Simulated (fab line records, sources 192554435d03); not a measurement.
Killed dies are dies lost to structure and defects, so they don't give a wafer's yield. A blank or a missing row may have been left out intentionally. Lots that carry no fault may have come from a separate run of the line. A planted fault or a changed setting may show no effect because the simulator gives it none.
Chamber matching -- flow n5 finfet -- N5_SDB_STRIP_21 on rie diel-01 has 4 sister chambers
The step strips in CF4. 4 wafers are shown with their chamber, then 7 later ones without.

EACH WAFER AND ITS CHAMBER
wafer,chamber,showerhead plenum p Torr (Torr)
L078.2,3,1.75
L081.4,0,1.77
L084.1,1,1.83
L084.5,2,1.78

WAFERS MISSING THEIR CHAMBER
wafer,showerhead plenum p Torr (Torr)
L084.6,1.74
L085.4,1.74
L085.5,1.83
L085.6,1.76
L095.2,1.77
L095.3,1.76
L095.5,1.77

EACH ONE'S CHAMBER
wafer,from the rows above,in truth
L084.6,3,3
L085.4,3,3
L085.5,1,1
L085.6,can't be placed: 0 or 3 or 2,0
L095.2,can't be placed: 0 or 2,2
L095.3,can't be placed: 0 or 3 or 2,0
L095.5,can't be placed: 0 or 2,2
Correct placement for 3 of the 7. Cannot be placed on the basis of these rows: 4; the candidates contain the true chamber in 4. Placed wrongly: 0.
How it was worked out, from the rows above alone: a wafer's distance from a chamber is the root of the sum, over the readings, of the square of ((its reading less the chamber's mean) divided by the reading's scatter). The wafer belongs to the nearest chamber; if the next one is less than 2 further off, it can't be placed. For every chamber, the mean is computed from those of its wafers that are shown. The scatter: with one shown wafer a chamber, the root of the mean of the squares of how far each hidden wafer lies from its nearest shown one.
